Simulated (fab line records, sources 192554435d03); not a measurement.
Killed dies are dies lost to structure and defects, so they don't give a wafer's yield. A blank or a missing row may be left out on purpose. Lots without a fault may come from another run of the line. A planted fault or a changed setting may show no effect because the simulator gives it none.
Split-lot experiment | flow n5_finfet | 7 lots, 21 wafers read, on a route of 1938 steps

THE SPLIT
At N5_SD_EPI_N_ETCH_35 (etches SOC in N2/H2, overetch 108 nm, time 486 s), the setting source_w was moved away from the recipe's 3000 W on 4 of the 21 wafers read, by -13.5% to +15.2%. The other wafers ran this setting at the recipe's value.

The reading is taken at the split's own step.

THE READING
rf_vpp_V, in V, at N5_SD_EPI_N_ETCH_35 (etches SOC in N2/H2, overetch 108 nm, time 486 s). Fault-free wafers of this fab line usually give 240.9 V, standard deviation 1.1 V.

wafer  | tool, chamber at the split | source_w as run, W | against the recipe | rf_vpp_V, V | against lot-mates on the recipe
L074.3 | rie_diel-05, 2             | 3000               | recipe             | 242.5       | -
L074.5 | rie_diel-05, 0             | 3455               | +15.2%             | 230.3       | -12.3
L074.6 | rie_diel-05, 1             | 3000               | recipe             | 242.8       | -
L077.1 | rie_diel-04, 0             | 3000               | recipe             | 241.0       | -
L077.2 | rie_diel-04, 3             | 3000               | recipe             | 241.7       | -
L077.3 | rie_diel-04, 2             | 2594               | -13.5%             | 252.5       | +11.2
L078.1 | rie_diel-04, 1             | 2746               | -8.5%              | 247.9       | +6.8
L078.4 | rie_diel-04, 0             | 3000               | recipe             | 241.1       | -
L078.5 | rie_diel-04, 2             | 2746               | -8.5%              | 247.2       | +6.1
L082.1 | rie_diel-05, 1             | 3000               | recipe             | 241.6       | -
L082.2 | rie_diel-05, 3             | 3000               | recipe             | 239.8       | -
L082.6 | rie_diel-05, 1             | 3000               | recipe             | 242.5       | -
L084.2 | rie_diel-04, 1             | 3000               | recipe             | 239.6       | -
L084.4 | rie_diel-04, 3             | 3000               | recipe             | 240.9       | -
L084.5 | rie_diel-04, 3             | 3000               | recipe             | 242.0       | -
L093.1 | rie_diel-04, 0             | 3000               | recipe             | 241.6       | -
L093.4 | rie_diel-04, 2             | 3000               | recipe             | 239.7       | -
L093.6 | rie_diel-04, 1             | 3000               | recipe             | 241.0       | -
L094.2 | rie_diel-03, 1             | 3000               | recipe             | 240.7       | -
L094.4 | rie_diel-03, 0             | 3000               | recipe             | 239.8       | -
L094.5 | rie_diel-03, 3             | 3000               | recipe             | 240.9       | -

THE FIT
A straight line over all 21 wafers: rf_vpp_V changes by -0.765 V for each +1% of source_w; r = -0.97; the points scatter about the line by 0.98 V.
The same after taking each lot's own level away (the mean of its wafers on the recipe; 21 wafers): -0.805 V for each +1%; r = -0.99; scatter 0.73 V.
On that fit, the largest move of source_w shifts the reading by 12 V.
The lots' own levels span 240.47 to 242.65 V, that is 2.0 times the standard deviation above.
So the lot-to-lot level changes the slope little: the two slopes agree.
Check: with one of the wafers moved furthest among these (+15.2%) left out of the fit, the line predicts -12.1 V for it against its lot-mates. It came out at -12.3 V against them.
Tool readings at the split's step, against how far the setting was moved: rf_vpp_V r = -0.97.

OTHER SPLITS ON THESE WAFERS
These wafers also went through other splits before the reading. Each is held against what the fit with the lots' levels taken away leaves over:
other split on the same wafers        | wafers away from the commonest value | r with rf_vpp_V (lot level and that fit taken away)
N5_WELL_APT_PEB_06 peb_time_s         | 8                                    | -0.22
N5_WELL_APT_DESCUM_13 time_s          | 5                                    | +0.00
N5_WELL_APT_PEB_23 peb_temp_c         | 9                                    | -0.08
N5_FIN_SAQP_COAT_68 spin_rpm          | 5                                    | +0.09
N5_STI_FIN_REVEAL_ETCHBACK_08 time_s  | 7                                    | -0.09
N5_STI_FIN_REVEAL_OXIDATION_31 time_s | 2                                    | +0.06

THE FILE'S OWN FIT
rf_vpp_V changes by -0.81 V for each +1% of source_w, r = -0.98.
